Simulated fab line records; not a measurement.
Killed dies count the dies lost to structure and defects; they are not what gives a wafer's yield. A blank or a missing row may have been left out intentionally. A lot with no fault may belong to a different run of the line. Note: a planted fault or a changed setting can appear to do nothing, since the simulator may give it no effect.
Chamber matching + flow nand-harc + NHARC_A_STAIRCASE_ETCH_292 on rie-diel-04: 3 sister chambers
The step etches the open film in CF4/CHF3. 3 wafers are shown with their chamber, then 5 later ones without.

## WAFERS PAIRED WITH THEIR CHAMBERS
| wafer  | chamber | drypump-motor-current-A (A) |
|--------|---------|-----------------------------|
| L088.5 | 0       | 5.8                         |
| L088.6 | 3       | 5.6                         |
| L091.1 | 1       | 5.5                         |

## WAFERS WHOSE CHAMBER IS MISSING
| wafer  | drypump-motor-current-A (A) |
|--------|-----------------------------|
| L091.4 | 5.8                         |
| L091.5 | 5.8                         |
| L094.6 | 5.8                         |
| L096.1 | 5.4                         |
| L096.5 | 5.8                         |

## EACH ONE'S CHAMBER
| wafer  | from the rows above | in truth |
|--------|---------------------|----------|
| L091.4 | 0                   | 0        |
| L091.5 | 0                   | 0        |
| L094.6 | 0                   | 0        |
| L096.1 | 1                   | 1        |
| L096.5 | 0                   | 0        |
Correctly placed: 5 of 5. Number that these rows cannot place: 0. 0 placed wrongly.
How it was worked out, from the rows above alone: a wafer's distance from a chamber is the root of the sum, over the readings, of the square of ((its reading less the chamber's mean) divided by the reading's scatter). If the next closest chamber is less than 2 further off than the closest, the wafer can't be placed; otherwise it belongs to the closest. For every chamber, the mean is computed from those of its wafers that are shown. The scatter (one wafer shown for each chamber): square how far every hidden wafer sits from the nearest shown wafer, average those squares and take the square root.
